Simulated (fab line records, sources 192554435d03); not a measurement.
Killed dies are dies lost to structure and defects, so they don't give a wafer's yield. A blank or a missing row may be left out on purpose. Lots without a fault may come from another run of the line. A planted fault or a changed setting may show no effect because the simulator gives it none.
Chamber matching | flow n5_finfet | N5_BEOL_M14_ETCH_59 on rie_diel-05: 4 sister chambers
The step etches BARC in N2/H2, target depth 89 nm, overetch 26.7 nm, time 67.9 s. 14 wafers are shown with their chamber, then 7 later ones without.

WAFERS WITH THEIR CHAMBER
wafer  | chamber | showerhead_plenum_p_Torr (Torr) | drypump_motor_current_A (A) | throttle_valve_pct (%)
L704.1 | 3       | 2.70                            | 5.2                         | 17.83
L704.2 | 2       | 2.62                            | 6.6                         | 17.96
L704.5 | 2       | 2.63                            | 6.6                         | 17.95
L706.3 | 2       | 2.62                            | 6.6                         | 17.95
L706.4 | 0       | 2.47                            | 5.8                         | 17.88
L706.6 | 0       | 2.47                            | 5.8                         | 17.87
L708.1 | 1       | 2.46                            | 5.6                         | 17.98
L708.3 | 0       | 2.47                            | 5.8                         | 17.88
L708.5 | 2       | 2.62                            | 6.5                         | 17.98
L711.1 | 2       | 2.62                            | 6.5                         | 17.99
L711.3 | 3       | 2.69                            | 5.2                         | 17.85
L711.4 | 0       | 2.47                            | 5.8                         | 17.88
L714.2 | 1       | 2.46                            | 5.6                         | 17.99
L714.4 | 1       | 2.46                            | 5.7                         | 18.01

SIGNATURES (means of the wafers above)
reading                  | chamber 0 | chamber 1 | chamber 2 | chamber 3 | scatter within a chamber
showerhead_plenum_p_Torr | 2.4700    | 2.4600    | 2.6220    | 2.6950    | 0.00361
drypump_motor_current_A  | 5.800     | 5.633     | 6.560     | 5.200     | 0.0432
throttle_valve_pct       | 17.8775   | 17.9933   | 17.9660   | 17.8400   | 0.0144
Rule: a wafer's distance from a chamber is the root of the sum, over the readings, of the square of ((its reading less the chamber's mean) divided by the reading's scatter). The wafer belongs to the nearest chamber; if the next one is less than 2 further off, it can't be placed. The scatter: the root of (the sum of the squares of (reading less its chamber's mean) over the shown wafers, divided by (wafers less chambers)).

WAFERS WITHOUT THEIR CHAMBER
wafer  | showerhead_plenum_p_Torr (Torr) | drypump_motor_current_A (A) | throttle_valve_pct (%)
L714.5 | 2.61                            | 6.5                         | 18.00
L720.1 | 2.68                            | 5.2                         | 17.87
L720.3 | 2.46                            | 5.8                         | 17.93
L720.6 | 2.46                            | 5.8                         | 17.91
L719.3 | 2.61                            | 6.5                         | 18.03
L719.5 | 2.61                            | 6.5                         | 18.01
L719.6 | 2.68                            | 5.2                         | 17.89

WHICH CHAMBER EACH WENT THROUGH
wafer  | from the rows above     | in truth
L714.5 | 2                       | 2
L720.1 | 3                       | 3
L720.3 | can't be placed: 0 or 1 | 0
L720.6 | 0                       | 0
L719.3 | 2                       | 2
L719.5 | 2                       | 2
L719.6 | 3                       | 3
Placed correctly: 6 of 7. Can't be placed from these rows: 1 (the true chamber is among the candidates in 1). Placed wrongly: 0.
